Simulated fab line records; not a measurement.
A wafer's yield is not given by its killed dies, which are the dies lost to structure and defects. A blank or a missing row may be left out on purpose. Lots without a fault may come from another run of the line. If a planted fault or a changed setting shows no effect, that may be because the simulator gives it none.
Split-lot trial | flow n5Finfet | route with 1938 steps; 7 lots, 21 wafers read

## SPLIT DETAILS
At N5_BEOL_M3_COAT_67 (time 60 s, resist thk 60 nm), the setting spinRpm was moved away from the recipe's 1500 rpm on 6 of the 21 wafers read, by -5.0% to +9.3%. All remaining wafers had this setting at the recipe value.

## FROM THE SPLIT TO THE READING: what the file shows between them, 4 steps
- N5_BEOL_M3_COAT_68: time 60 s, resist thk 12 nm
- N5_BEOL_M3_COAT_76: time 60 s, resist thk 5 nm
- N5_BEOL_M3_ALD_98: deposits SiO2, target thk 2.5 nm, pulse time 1 s, co reactant pulse time 1 s
- N5_BEOL_M3_ETCHBACK_99: etches SiO2 in CHF3, target depth 5 nm, time 10.4 s

## THE READING
etch.depthNm (the simulator's own value, which no gauge read), in nm, at N5_BEOL_M3_ETCH_70 (etches SOC in N2/H2, target depth 80 nm, overetch 16 nm, time 120 s). There is no usual value for it anywhere in the file. Average 60.11 nm, standard deviation 0.14 nm, over the 15 wafers here run with the recipe.

wafer  | tool, chamber at the split | spinRpm as run, rpm | against the recipe | etch.depthNm, nm | against lot-mates on the recipe
L080.2 | lithoTrack-02, 0           | 1500                | recipe             | 59.96            | -
L080.3 | lithoTrack-02, 0           | 1561                | +4.1%              | 58.93            | -1.03
L080.4 | lithoTrack-02, 0           | 1561                | +4.1%              | 58.95            | -1.01
L078.2 | lithoTrack-04, 0           | 1500                | recipe             | 60.28            | -
L078.4 | lithoTrack-04, 0           | 1500                | recipe             | 60.15            | -
L078.5 | lithoTrack-04, 0           | 1500                | recipe             | 60.16            | -
L083.1 | lithoTrack-01, 0           | 1500                | recipe             | 60.24            | -
L083.3 | lithoTrack-01, 0           | 1500                | recipe             | 60.16            | -
L083.6 | lithoTrack-01, 0           | 1500                | recipe             | 60.12            | -
L086.1 | lithoTrack-01, 0           | 1500                | recipe             | 59.99            | -
L086.5 | lithoTrack-01, 0           | 1500                | recipe             | 60.09            | -
L086.6 | lithoTrack-01, 0           | 1500                | recipe             | 59.78            | -
L089.1 | lithoTrack-02, 0           | 1425                | -5.0%              | 61.57            | +1.29
L089.3 | lithoTrack-02, 0           | 1425                | -5.0%              | 61.66            | +1.38
L089.6 | lithoTrack-02, 0           | 1500                | recipe             | 60.28            | -
L092.2 | lithoTrack-02, 0           | 1500                | recipe             | 60.15            | -
L092.3 | lithoTrack-02, 0           | 1500                | recipe             | 59.9             | -
L092.6 | lithoTrack-02, 0           | 1500                | recipe             | 60.16            | -
L094.2 | lithoTrack-04, 0           | 1500                | recipe             | 60.2             | -
L094.4 | lithoTrack-04, 0           | 1639                | +9.3%              | 57.59            | -2.61
L094.6 | lithoTrack-04, 0           | 1639                | +9.3%              | 57.58            | -2.62

THE FIT
A straight line over all 21 wafers: etch.depthNm changes by -0.281 nm for each +1% of spinRpm; r = -0.99; the points scatter about the line by 0.13 nm.
The same after taking each lot's own level away (the mean of its wafers on the recipe; 21 wafers): -0.275 nm for each +1%; r = -1.00; scatter 0.088 nm.
That fit puts the effect of the largest move of spinRpm on the reading at 2.5 nm.
The lots' own levels span 59.953 to 60.280 nm, that is 2.4 times the standard deviation above.
So the lot-to-lot level changes the slope little: the two slopes agree.
Check: with one of the wafers moved furthest among these (+9.3%) left out of the fit, the line predicts -2.52 nm for it against its lot-mates. It came out at -2.61 nm against them.

## OTHER SPLITS APPLIED TO THESE WAFERS
These wafers also went through other splits before the reading. Each is held against what the fit with the lots' levels taken away leaves over:
other split on the same wafers | wafers away from the commonest value | r with etch.depthNm (lot level and that fit taken away)
N5_BEOL_M1_EXPOSE_25 doseMj    | 9                                    | -0.05
N5_BEOL_M2_PECVD_72 timeS      | 7                                    | +0.11
N5_BEOL_M2_COAT_62 spinRpm     | 8                                    | -0.03
N5_BEOL_M2_COAT_22 spinRpm     | 7                                    | +0.01
N5_BEOL_M3_ETCH_64 timeS       | 8                                    | -0.46

## THE WHOLE CHAIN: every reading that the file lists as answering this split, in the file's order
step               | what it does                                                        | reading                                                                       | change (the file's fit)               | r (the file's)
N5_BEOL_M3_COAT_67 | time 60 s, resist thk 60 nm                                         | SOC_of_BEOL_M3_COAT_67.thkNm (the simulator's own value, which no gauge read) | -0.276 nm for each +1% of the setting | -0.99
N5_BEOL_M3_ETCH_70 | etches SOC in N2/H2, target depth 80 nm, overetch 16 nm, time 120 s | etch.depthNm (the simulator's own value, which no gauge read)                 | -0.275 nm for each +1% of the setting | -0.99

## FILE'S OWN FIT
etch.depthNm changes by -0.275 nm for each +1% of spinRpm, r = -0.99.
